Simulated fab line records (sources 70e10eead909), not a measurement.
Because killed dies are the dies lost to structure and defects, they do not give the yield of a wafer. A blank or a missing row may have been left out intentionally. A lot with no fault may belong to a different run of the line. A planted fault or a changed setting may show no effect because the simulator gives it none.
Which of the tools did it?	flow nandHarc	36 wafers from 12 lots sampled at 5 of the route's 1302 steps

== WHAT THE GAUGES SHOWED, per wafer ==
NHARC_A_M0_INSPECT_11. Usual: rawDefectCount at 80, with a standard deviation of 27.
lot	measured	on	rawDefectCount	flag
L555	day 22 21:43	defectInspect-02	118 114 98	
L556	day 23 03:46	defectInspect-02	110 121 113	
L557	day 23 04:48	defectInspect-01	53 73 64	
L558	day 23 17:40	defectInspect-01	63 62 56	
L560	day 24 11:02	defectInspect-02	109 91 115	
L561	day 25 03:52	defectInspect-01	115 113 107	
L562	day 25 21:13	defectInspect-02	34 25 33	
L567	day 28 04:50	defectInspect-01	83 82 80	
L571	day 29 08:32	defectInspect-02	75 75 88	
L575	day 30 12:29	defectInspect-01	109 135 115	
L576	day 31 06:17	defectInspect-01	86 88 81	
L578	day 33 00:52	defectInspect-01	54 44 53	

NHARC_END_SORT_01. Usual: defectLimitedYield is 91.3 % with standard deviation 2.2, killedAtArray is 55 with standard deviation 15, killedAtOther is 1.0 with standard deviation 1.2, killedAtPeriphery is 3.4 with standard deviation 2.2, killedDies is 59 with standard deviation 15, killedOpen is 3.2 with standard deviation 2, and killedShort is 2.5 with standard deviation 1.7.
lot	measured	on	defectLimitedYield (%)	killedAtArray	killedAtOther	killedAtPeriphery	killedDies	killedOpen	killedShort	flag
L556	day 24 18:25	prober-01	89.2 89.2 89.8	68 71 62	3 2 2	2 0 5	73 73 69	4 4 3	2 2 2	
L567	day 30 00:13	prober-01	91.9 89.5 90.7	54 66 60	1 0 2	0 5 1	55 71 63	4 4 4	0 6 1	
L575	day 32 02:10	prober-02	89.8 87.3 91.1	63 83 58	2 1 0	4 2 2	69 86 60	7 2 5	2 4 1	
L576	day 33 05:31	prober-01	91.0 88.3 90.0	56 69 61	1 4 2	4 6 5	61 79 68	0 4 5	5 3 3	
L578	day 34 15:51	prober-02	93.6 94.2 92.3	37 37 45	0 0 0	6 2 7	43 39 52	4 2 3	2 5 2	

== TOOL THAT RAN EACH LOT (tool first, then ch and the chambers of the sampled wafers, then the start) ==
lot	NHARC_A_M0_STRIP_18	NHARC_A_M0_PVD_21	NHARC_A_M0_CMP_23
L555	rieDiel-09 ch 1,2,3, day 22 22:08	pvdSputter-02, day 22 23:56 or earlier	cmp-03 ch 0,2,3, day 22 23:56
L556	rieDiel-10 ch 0,2,3, day 23 04:14	pvdSputter-02, day 23 05:55 or earlier	cmp-04 ch 0,2,3, day 23 05:55
L557	rieDiel-09 ch 0,2,3, day 23 05:19	pvdSputter-01, day 23 06:56 or earlier	cmp-04 ch 0,1,3, day 23 06:56
L558	rieDiel-09 ch 0,3, day 23 18:14	pvdSputter-01, day 23 20:00 or earlier	cmp-02 ch 0,1,3, day 23 20:00
L560	rieDiel-10 ch 0,2,3, day 24 11:31	pvdSputter-02, day 24 13:07 or earlier	cmp-04 ch 0,1,2, day 24 13:07
L561	rieDiel-08 ch 0,2, day 25 04:18	pvdSputter-03, day 25 05:58 or earlier	cmp-04 ch 0,2,3, day 25 05:58
L562	rieDiel-09 ch 1,2, day 25 21:41	pvdSputter-02, day 25 23:17 or earlier	cmp-04 ch 2,3, day 25 23:17
L567	rieDiel-10 ch 1,2,3, day 28 05:19	pvdSputter-02, day 28 06:59 or earlier	cmp-02 ch 0,1,2, day 28 06:59
L571	rieDiel-08 ch 0,1,3, day 29 09:02	pvdSputter-02, day 29 10:40 or earlier	cmp-04 ch 0,1,3, day 29 10:40
L575	rieDiel-10 ch 0,1,2, day 30 12:55	pvdSputter-01, day 30 14:38 or earlier	cmp-03 ch 0,1,3, day 30 14:38
L576	rieDiel-09 ch 2,3, day 31 06:44	pvdSputter-01, day 31 08:21 or earlier	cmp-03 ch 0,2,3, day 31 08:21
L578	rieDiel-09 ch 2,3, day 33 01:18	pvdSputter-02, day 33 03:01 or earlier	cmp-03 ch 2,3, day 33 03:01
- NHARC_A_M0_STRIP_18: strips in N2/H2.
- NHARC_A_M0_PVD_21: deposits Cu, target thk 30 nm, time 20.49 s.
- NHARC_A_M0_CMP_23: polishes, t overpolish 20 s, target thk 113.75 nm.

== WHAT THE TOOLS THEMSELVES READ (means of the sampled wafers that have a number; where no wafer has one, the mark that the record gives instead) ==
NHARC_A_M0_STRIP_18. Usual: drypumpMotorCurrentA 5.5 A, standard deviation 0.5; oesProductAu 1.003 a.u., standard deviation 0.01; rfVppV 90.7 V, standard deviation 1; showerheadPlenumPTorr 2.06 Torr, standard deviation 0.094; throttleValvePct 14.172 %, standard deviation 0.0095.
lot	tool	drypumpMotorCurrentA (A)	oesProductAu (a.u.)	rfVppV (V)	showerheadPlenumPTorr (Torr)	throttleValvePct (%)	flag
L555	rieDiel-09	5.3	1.007	90.8	2.09	14.178	
L556	rieDiel-10	5.6	1.009	90.9	2.13	14.172	
L557	rieDiel-09	5.2	1.007	90.4	2.07	14.174	
L558	rieDiel-09	5.1	1.007	91.0	2.06	14.181	
L560	rieDiel-10	5.6	1.002	91.1	2.13	14.183	
L561	rieDiel-08	5.5	0.996	90.5	2.08	14.169	
L562	rieDiel-09	5.4	1.012	90.1	2.10	14.169	
L567	rieDiel-10	5.2	1.006	90.2	2.09	14.186	
L571	rieDiel-08	5.5	0.996	90.1	2.03	14.164	
L575	rieDiel-10	5.7	1.009	90.0	2.03	14.171	
L576	rieDiel-09	5.2	1.013	91.7	2.14	14.165	
L578	rieDiel-09	5.1	1.006	90.8	2.13	14.175	

NHARC_A_M0_PVD_21. Usual: chamberPressurePa 5.000 Pa, standard deviation 0.01; throttleValvePct 29.9 %, standard deviation 0.81.
lot	tool	chamberPressurePa (Pa)	throttleValvePct (%)	flag
L555	pvdSputter-02	4.997	29.6	
L556	pvdSputter-02	4.995	30.1	
L557	pvdSputter-01	4.995	29.8	
L558	pvdSputter-01	5.004	29.3	
L560	pvdSputter-02	4.995	29.7	
L561	pvdSputter-03	4.993	29.5	
L562	pvdSputter-02	5.003	30.4	
L567	pvdSputter-02	5.013	30.2	
L571	pvdSputter-02	4.999	29.5	
L575	pvdSputter-01	5.003	30.3	
L576	pvdSputter-01	5.002	29.9	
L578	pvdSputter-02	5.007	29.8	

NHARC_A_M0_CMP_23. Usual: motorCurrentA 12.2 A, standard deviation 1; padLifeWafers 204, standard deviation 110; slurryFlowMlMin 150.0, standard deviation 0.47; timeToEndpointS 27.4 s, standard deviation 2.9.
lot	tool	motorCurrentA (A)	padLifeWafers	slurryFlowMlMin	timeToEndpointS (s)	flag
L555	cmp-03	12.8	254	150.1	27.9	
L556	cmp-04	12.3	122	149.9	23.2	
L557	cmp-04	11.2	128	150.1	27.5	
L558	cmp-02	12.0	97	149.8	31.3	
L560	cmp-04	12.3	272	150.0	26.2	
L561	cmp-04	11.9	320	150.1	25.8	
L562	cmp-04	13.1	372	150.2	24.9	
L567	cmp-02	12.0	133	149.6	22.8	
L571	cmp-04	11.1	331	150.5	23.8	
L575	cmp-03	12.5	176	149.8	28.4	
L576	cmp-03	12.6	223	149.8	28.8	
L578	cmp-03	13.4	24	150.3	28.6	

== THE ANSWER, worked out from the rows above alone ==
Rule: take the mean of a lot's wafers that have a number; if it is more than 3 standard deviations from the usual mean, the lot is off. Also off: a lot with no number at a reading for which 4 or more lots have one. The other lots that the step has rows for count as sound. After the gauges, taken in route order, come the tools' own readings; for these a lot's mean is taken, as printed above. At the first step where some lot is off, the reading lying furthest off is the one used; lots without a number count as furthest.
None of the lots is off at any reading shown; this tells nothing.

== WHAT THE SIMULATOR PUT IN ==
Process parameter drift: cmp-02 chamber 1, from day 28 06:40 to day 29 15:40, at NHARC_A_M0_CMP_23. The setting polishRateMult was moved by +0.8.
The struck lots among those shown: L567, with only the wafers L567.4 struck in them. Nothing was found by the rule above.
